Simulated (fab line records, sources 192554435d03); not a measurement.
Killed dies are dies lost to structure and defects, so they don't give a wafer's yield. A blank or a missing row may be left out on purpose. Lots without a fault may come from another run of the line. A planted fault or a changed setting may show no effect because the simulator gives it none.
Chamber matching | flow n5_finfet | N5_BEOL_M2_ALD_84 on ald_metal-03: 4 sister chambers
The step deposits TaN, pulse time 2 s, purge time 3 s, co reactant purge time 2 s. 4 wafers are shown with their chamber, then 10 later ones without.

WAFERS WITH THEIR CHAMBER
wafer  | chamber | heater_power_outer_w (W)
L082.6 | 0       | 247
L086.2 | 3       | 215
L089.1 | 2       | 201
L089.3 | 1       | 262

WAFERS WITHOUT THEIR CHAMBER
wafer  | heater_power_outer_w (W)
L089.6 | 259
L090.3 | 246
L090.4 | 212
L090.6 | 202
L091.1 | 241
L091.2 | 205
L091.6 | 224
L094.1 | 222
L094.4 | 202
L094.6 | 243

WHICH CHAMBER EACH WENT THROUGH
wafer  | from the rows above     | in truth
L089.6 | can't be placed: 1 or 0 | 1
L090.3 | 0                       | 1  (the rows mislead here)
L090.4 | can't be placed: 3 or 2 | 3
L090.6 | 2                       | 2
L091.1 | 0                       | 0
L091.2 | can't be placed: 2 or 3 | 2
L091.6 | 3                       | 3
L094.1 | 3                       | 3
L094.4 | 2                       | 2
L094.6 | 0                       | 0
Placed correctly: 6 of 10. Can't be placed from these rows: 3 (the true chamber is among the candidates in 3). Placed wrongly: 1.
How it was worked out, from the rows above alone: a wafer's distance from a chamber is the root of the sum, over the readings, of the square of ((its reading less the chamber's mean) divided by the reading's scatter). The wafer belongs to the nearest chamber; if the next one is less than 2 further off, it can't be placed. A chamber's mean is the mean of its shown wafers. The scatter: with one shown wafer a chamber, the root of the mean of the squares of how far each hidden wafer lies from its nearest shown one.
